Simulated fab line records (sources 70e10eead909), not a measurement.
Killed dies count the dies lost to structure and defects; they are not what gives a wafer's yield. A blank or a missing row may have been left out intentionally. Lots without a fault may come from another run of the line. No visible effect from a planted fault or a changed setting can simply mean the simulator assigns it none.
Matching of chambers    flow nand harc    4 sister chambers for NHARC_A_CONTACT_ETCH_91 on rie diel-10
The step etches the open film in CH3F/O2, target depth 40 nm, time 85.7 s. 30 wafers are shown with their chamber, then 12 later ones without.

== WAFERS, EACH WITH ITS CHAMBER ==
wafer   chamber  drypump motor current A (A)  showerhead plenum p Torr (Torr)  rf vpp V (V)
L074.1  1        6.7                          2.40                             243.3
L074.3  2        5.3                          2.29                             242.7
L074.5  3        5.5                          2.33                             242.2
L076.2  1        6.8                          2.40                             242.5
L076.3  3        5.5                          2.33                             242.7
L076.6  2        5.3                          2.29                             241.7
L077.1  1        6.8                          2.40                             244.7
L077.2  0        5.3                          2.52                             245.9
L077.3  3        5.5                          2.33                             243.0
L080.1  2        5.3                          2.28                             241.4
L080.4  3        5.5                          2.32                             242.6
L080.5  2        5.3                          2.28                             241.2
L081.1  1        6.7                          2.40                             243.4
L081.2  3        5.5                          2.32                             241.9
L081.4  1        6.7                          2.40                             243.8
L085.2  1        6.7                          2.40                             244.3
L085.3  2        5.3                          2.28                             243.2
L085.6  1        6.7                          2.40                             243.7
L084.3  1        6.7                          2.40                             242.6
L084.4  3        5.5                          2.32                             243.0
L084.5  1        6.7                          2.40                             244.3
L087.1  1        6.7                          2.40                             244.1
L087.5  2        5.3                          2.28                             241.9
L087.6  3        5.5                          2.32                             243.6
L083.4  3        5.5                          2.32                             244.3
L083.5  0        5.3                          2.52                             245.7
L083.6  3        5.5                          2.32                             243.5
L089.1  0        5.3                          2.52                             244.6
L089.3  1        6.7                          2.40                             243.4
L089.4  3        5.5                          2.32                             242.2

SIGNATURES (means of the wafers above)
reading                   chamber 0  chamber 1  chamber 2  chamber 3  scatter within a chamber
drypump motor current A   5.300      6.718      5.300      5.500      0.0251
showerhead plenum p Torr  2.5200     2.4000     2.2833     2.3230     0.00363
rf vpp V                  245.400    243.645    242.017    242.900    0.728
Rule: for each reading, subtract the chamber's mean from the wafer's reading, divide by that reading's scatter and square the result; add these up over the readings and take the root, which gives the wafer's distance from the chamber. If the next closest chamber is less than 2 further off than the closest, the wafer can't be placed; otherwise it belongs to the closest. The scatter is the square root of a quotient: the sum, over the shown wafers, of each reading's squared deviation from its chamber's mean, divided by wafers minus chambers.

== WAFERS WITHOUT THEIR CHAMBER ==
wafer   drypump motor current A (A)  showerhead plenum p Torr (Torr)  rf vpp V (V)
L088.1  5.3                          2.52                             244.7
L088.2  5.6                          2.32                             241.7
L088.4  6.7                          2.40                             243.9
L090.4  6.8                          2.40                             243.4
L090.5  5.3                          2.52                             245.2
L090.6  5.5                          2.32                             243.1
L094.1  6.8                          2.39                             243.1
L094.2  5.3                          2.52                             244.8
L094.3  5.5                          2.32                             243.1
L097.1  5.3                          2.28                             241.3
L097.4  6.7                          2.39                             243.2
L097.5  6.7                          2.39                             241.7

== CHAMBER TAKEN BY EACH ==
wafer   from the rows above  in truth
L088.1  0                    0
L088.2  3                    3
L088.4  1                    1
L090.4  1                    1
L090.5  0                    0
L090.6  3                    3
L094.1  1                    1
L094.2  0                    0
L094.3  3                    3
L097.1  2                    2
L097.4  1                    1
L097.5  1                    1
Correctly placed: 12 of 12. Can't be placed from these rows: 0. Wrongly placed: 0.
